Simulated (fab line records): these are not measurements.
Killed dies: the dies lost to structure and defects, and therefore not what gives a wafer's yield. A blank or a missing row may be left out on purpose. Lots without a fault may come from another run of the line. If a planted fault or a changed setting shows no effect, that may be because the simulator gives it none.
fab line records -- flow nandHarc -- part 2 of 2: steps 30 to 40 of 40
record: lots: 5, wafers: 15, lastDay: 32
route steps=1302 shown A_CHANNEL_FILL_D1@505 A_DECK1_JOINT@518 A_ONON_D2@545
lots untouched by any fault: they come from a run of this same line in which no faults occurred
startH: hours from the record's opening day to when the first of the lot's shown wafers began -- waitH: how many hours have passed since the lot's step before this one -- " as in the row above -- L1.1+2: one row covering several wafers at once -- - either no value or no given start -- * or withheld: withheld -- < > ~ a bound
route shown NAME@n: names a module that has steps shown in the file, with the first one's number in the route -- usual: average and standard deviation across the fault-free wafers -- same: alike in all rows -- chamber/n: place in a boat -- sites: readings site by site -- _std_site: standard deviation across them -- _edge_site: the outer-site mean with the inner-site mean subtracted -- radiusMm: how far each site lies from the wafer's centre -- mask NAME#n: copy n -- behind: the most recent tool/chamber to have shaped the wafer -- hold: why the lot was held/for how many hours/how that ended -- device: which transistor (n, p or np) failed to switch -- end of line: at the end of the route, the tests of the same wafers -- where a step has no rows: the recipe by itself -- killed: dies lost to structure and defects at the first sort, not the wafer's yield -- map: the dies of a wafer, with x for killed, . for not killed, _ for no die there
set.NAME: setting as actually run; set.NAME@STEP: the setting as run at that earlier step -- model.NAME: the simulator's own value behind a step, which no gauge read
lots at some steps of the route; a table a step, a row a wafer
services: from which hour (startH, from the record's first day; less than 0 if before it) a tool's chamber was out of use, for how many hours, and why
== steps ==
step: NHARC_A_DECK1_JOINT_ANNEAL_27
recipe: tempC: 400, timeS: 3600, idleTempC: 300, rampUpCPerMin: 10, densificationPH2oTorr: 640
usual: spikeTcBottomC: 426.7/2.7, tubeCenterTempC: 400/0.038
lot.wafer,tool,chamber,startH,waitH,spikeTcBottomC,tubeCenterTempC
L076.1,furnace-08,0,279.66,2.8,425.5,400.01
L076.5,furnace-08,0,279.66,2.8,427.1,399.97
L076.6,furnace-08,0,279.66,2.8,428.9,400.02
L077.1,furnace-03,0,294.09,3.3,428.9,400
L077.3,furnace-03,0,294.09,3.3,427.8,400
L077.4,furnace-03,0,294.09,3.3,427.7,399.99
L079.1,furnace-08,0,307.19,2.7,428.0,400
L079.2,furnace-08,0,307.19,2.7,425.4,400
L079.4,furnace-08,0,307.19,2.7,427.3,400.07
L080.1,furnace-08,0,321.05,2.7,427.7,400.02
L080.2,furnace-08,0,321.05,2.7,426.0,400.02
L080.3,furnace-08,0,321.05,2.7,425.3,399.97
L093.1,furnace-08,0,453.39,2.2,426.0,399.97
L093.2,furnace-08,0,453.39,2.2,426.8,399.99
L093.4,furnace-08,0,453.39,2.2,428.4,400.01
step: NHARC_A_DECK1_JOINT_ANNEAL_28
recipe: tempC: 500, timeS: 1800, idleTempC: 400, rampUpCPerMin: 10, densificationPH2oTorr: 640
usual: spikeTcBottomC: 525.1/3, tubeCenterTempC: 500/0.044
lot.wafer,tool,chamber,startH,waitH,spikeTcBottomC,tubeCenterTempC
L076.1,furnace-08,0,286.91,5.5,524.9,500.06
L076.5,furnace-08,0,286.91,5.5,526.9,499.95
L076.6,furnace-08,0,286.91,5.5,524.3,500
L077.1,furnace-04,0,304.64,8.8,518.5,500.06
L077.3,furnace-04,0,304.64,8.8,519.6,500.03
L077.4,furnace-04,0,304.64,8.8,518.6,499.93
L079.1,furnace-08,0,311.51,2.6,525.2,499.98
L079.2,furnace-08,0,311.51,2.6,525.5,500.02
L079.4,furnace-08,0,311.51,2.6,527.9,499.95
L080.1,furnace-08,0,326.88,4.1,525.1,500.05
L080.2,furnace-08,0,326.88,4.1,527.0,499.9
L080.3,furnace-08,0,326.88,4.1,525.4,499.91
L093.1,furnace-08,0,458.74,3.6,527.0,499.97
L093.2,furnace-08,0,458.74,3.6,526.0,500
L093.4,furnace-08,0,458.74,3.6,526.1,499.92
step: NHARC_A_DECK1_JOINT_ANNEAL_29
recipe: tempC: 750, timeS: 1800, idleTempC: 500, rampUpCPerMin: 10, rampDownCPerMin: 3
usual: spikeTcBottomC: 772.1/2.6, tubeCenterTempC: 749.99/0.075
lot.wafer,tool,chamber,startH,waitH,spikeTcBottomC,tubeCenterTempC
L076.1,furnace-08,0,291.25,3.7,772.6,749.98
L076.5,furnace-08,0,291.25,3.7,773.1,750.06
L076.6,furnace-08,0,291.25,3.7,772.3,749.84
L077.1,furnace-08,0,308.94,3.6,772.2,750.02
L077.3,furnace-08,0,308.94,3.6,773.3,750
L077.4,furnace-08,0,308.94,3.6,773.3,749.97
L079.1,furnace-08,0,318.71,6.5,773.7,749.95
L079.2,furnace-08,0,318.71,6.5,771.4,749.96
L079.4,furnace-08,0,318.71,6.5,772.5,750
L080.1,furnace-08,0,331.22,3.7,773.4,750.03
L080.2,furnace-08,0,331.22,3.7,771.4,750.12
L080.3,furnace-08,0,331.22,3.7,774.6,750.04
L093.1,furnace-08,0,461.99,2.6,774.0,750.05
L093.2,furnace-08,0,461.99,2.6,771.6,749.99
L093.4,furnace-08,0,461.99,2.6,772.3,750.07
step: NHARC_A_DECK1_JOINT_CMP_02
recipe: material: SiOx
usual: motorCurrentA: 11.3/0.99
lot.wafer,tool,chamber,startH,waitH,motorCurrentA
L076.1,cmp-02,1,293.92,0.4,10.5
L076.6,cmp-02,1,293.92,0.4,10.0
L076.5,cmp-02,2,293.92,0.4,11.8
L077.1,cmp-01,3,311.63,0.4,10.3
L077.4,cmp-01,0,311.63,0.4,10.8
L077.3,cmp-01,1,311.63,0.4,11.8
L079.2,cmp-04,2,321.39,0.4,12.3
L079.4,cmp-04,3,321.39,0.4,10.6
L079.1,cmp-04,0,321.39,0.4,9.5
L080.2,cmp-01,1,333.88,0.4,12.0
L080.3,cmp-01,3,333.88,0.4,10.7
L080.1,cmp-01,0,333.88,0.4,11.8
L093.2,cmp-04,0,464.68,0.4,10.5
L093.1,cmp-04,1,464.68,0.4,11.7
L093.4,cmp-04,3,464.68,0.4,10.2
step: NHARC_A_DECK1_JOINT_SRD_15
lot.wafer,tool,chamber,startH,waitH
L076.6+1+5,wetBench-02,"2,3,4",294.23,0.0
L077.3+1+4,wetBench-03,"2,4,7",311.92,0.0
L079.4+1+2,wetBench-03,"4,6,7",321.67,0.0
L080.1+3+2,wetBench-04,"7,1,2",334.18,0.0
L093.4+1+2,wetBench-04,"1,2,4",464.98,0.0
step: NHARC_A_DECK1_JOINT_DEP_16
recipe: targetThkA: 450, tempC: 400, pressureTorr: 6.5, rfW: 900, teosFlowSccm: 161.4, flowSccm: 2650, targetThkNm: 45, gas: O2, material: SiO2
usual: heaterPowerW: 559/110, throttleValvePct: 16.1/0.47
lot.wafer,tool,chamber,startH,waitH,heaterPowerW,throttleValvePct
L076.1,pecvd-01,0,294.34,0.1,617,16.6
L076.5,pecvd-01,2,294.34,0.1,375,16.1
L076.6,pecvd-01,1,294.34,0.1,598,15.9
L077.3,pecvd-04,2,312.01,0.1,588,16.4
L077.1,pecvd-04,0,312.01,0.1,615,15.6
L077.4,pecvd-04,2,312.01,0.1,589,16.4
L079.2,pecvd-02,0,321.88,0.2,463,16.4
L079.1,pecvd-02,1,321.88,0.2,640,15.3
L079.4,pecvd-02,1,321.88,0.2,627,15.4
L080.1,pecvd-02,2,334.27,0.1,477,16.0
L080.3,pecvd-02,0,334.27,0.1,441,16.9
L080.2,pecvd-02,1,334.27,0.1,635,15.4
L093.1,pecvd-01,2,465.29,0.3,336,16.1
L093.2,pecvd-01,0,465.29,0.3,674,17.0
L093.4,pecvd-01,2,465.29,0.3,346,16.1
step: NHARC_A_DECK1_JOINT_THK_MEAS_17
recipe: thkMeasGauge: ellipsometry
usual: thkNm: 44.9/1.1
lot.wafer,tool,chamber,startH,waitH,thkNm
L076.1,filmMetro-01,-,294.59,0.2,44.1
L076.5,filmMetro-01,-,294.59,0.2,45.7
L076.6,filmMetro-01,-,294.59,0.2,43.9
L077.1,filmMetro-01,-,312.30,0.2,45.1
L077.3,filmMetro-01,-,312.30,0.2,45.1
L077.4,filmMetro-01,-,312.30,0.2,46.3
L079.1,filmMetro-01,-,322.13,0.2,44.8
L079.2,filmMetro-01,-,322.13,0.2,44.0
L079.4,filmMetro-01,-,322.13,0.2,43.1
L080.1,filmMetro-01,-,334.55,0.3,45.7
L080.2,filmMetro-01,-,334.55,0.3,45.6
L080.3,filmMetro-01,-,334.55,0.3,44.9
L093.1,filmMetro-01,-,465.54,0.2,43.8
L093.2,filmMetro-01,-,465.54,0.2,43.3
L093.4,filmMetro-01,-,465.54,0.2,45.3
step: NHARC_A_DECK1_JOINT_INSPECT_05
usual: rawDefectCount: 301/100
lot.wafer,tool,chamber,startH,waitH,rawDefectCount
L076.1,defectInspect-02,-,294.63,0.0,366
L076.5,defectInspect-02,-,294.63,0.0,198
L076.6,defectInspect-02,-,294.63,0.0,307
L077.1,defectInspect-02,-,312.33,0.0,248
L077.3,defectInspect-02,-,312.33,0.0,393
L077.4,defectInspect-02,-,312.33,0.0,353
L079.1,defectInspect-02,-,322.16,0.0,363
L079.2,defectInspect-02,-,322.16,0.0,215
L079.4,defectInspect-02,-,322.16,0.0,381
L080.1,defectInspect-02,-,334.58,0.0,343
L080.2,defectInspect-02,-,334.58,0.0,221
L080.3,defectInspect-02,-,334.58,0.0,291
L093.1,defectInspect-02,-,465.58,0.0,298
L093.2,defectInspect-02,-,465.58,0.0,273
L093.4,defectInspect-02,-,465.58,0.0,311
step: NHARC_A_ONON_D2_DEP_00
recipe: targetThkA: 10000, n2FlowSccm: 2750, n2oFlowSccm: 2000, nh3FlowSccm: 500, sih4FlowSccm: 210, tempC: 400
lot.wafer,tool,chamber,startH,waitH
L076.1+5+6,pecvdOnon-01,0,294.69,0.1
L077.1+3+4,pecvdOnon-02,0,312.40,0.1
L079.1+2+4,pecvdOnon-03,0,322.23,0.1
L080.1+2+3,pecvdOnon-02,0,334.65,0.1
L093.1+2+4,pecvdOnon-03,0,465.64,0.1
step: NHARC_A_ONON_D2_THK_MEAS_02
recipe: thkMeasGauge: ellipsometry
usual: thkNm: 998/11
lot.wafer,tool,chamber,startH,waitH,thkNm
L076.1,filmMetro-01,-,295.20,-,983
L076.5,filmMetro-01,-,295.20,-,983
L076.6,filmMetro-01,-,295.20,-,981
L077.1,filmMetro-02,-,312.90,-,993
L077.3,filmMetro-02,-,312.90,-,992
L077.4,filmMetro-02,-,312.90,-,992
L079.1,filmMetro-02,-,322.73,-,1001
L079.2,filmMetro-02,-,322.73,-,1001
L079.4,filmMetro-02,-,322.73,-,1004
L080.1,filmMetro-02,-,335.16,-,977
L080.2,filmMetro-02,-,335.16,-,977
L080.3,filmMetro-02,-,335.16,-,977
L093.1,filmMetro-02,-,466.15,-,1015
L093.2,filmMetro-02,-,466.15,-,1017
L093.4,filmMetro-02,-,466.15,-,1015
step: NHARC_A_ONON_D2_DEP_03
recipe: targetThkA: 10000, n2FlowSccm: 2750, n2oFlowSccm: 2000, nh3FlowSccm: 500, sih4FlowSccm: 210, tempC: 400
lot.wafer,tool,chamber,startH,waitH
L076.1+5+6,pecvdOnon-03,0,295.26,0.1
L077.1+3+4,pecvdOnon-03,0,312.96,0.1
L079.1+2+4,pecvdOnon-03,0,322.79,0.1
L080.1+2+3,pecvdOnon-02,0,335.22,0.1
L093.1+2+4,pecvdOnon-03,0,466.21,0.1
== services ==
tool,chamber,startH,hours,kind
pecvdOnon-03,-,227.35,13.0,pm
cmp-02,-,232.50,4.0,pm
rieSi-04,-,239.01,0.2,repair
wetBench-02,-,244.12,8.0,pm
wetH3po4-02,-,251.52,8.0,pm
rieDiel-06,-,307.20,9.0,pm
rieSi-04,0,319.88,4.3,repair
rieSi-04,0,326.49,1.5,repair
cmp-02,-,330.57,4.0,pm
rieSi-04,-,342.00,9.0,pm
cmp-02,-,349.59,0.7,repair
fcvd-01,-,366.25,13.0,pm
rieSi-04,1,374.49,5.6,repair
cmp-02,-,377.41,3.0,repair
wetBench-03,-,386.40,8.0,pm
rieDiel-06,-,392.01,0.7,repair
rieDiel-06,2,404.41,4.6,repair
pecvdOnon-03,-,408.35,13.0,pm
wetBench-02,-,420.12,8.0,pm
cmp-02,-,428.67,4.0,pm
wetH3po4-02,-,429.14,8.0,pm
pecvdOnon-03,-,434.40,10.0,repair
rieDiel-06,1,451.69,8.4,repair
rieDiel-06,3,464.83,13.2,repair
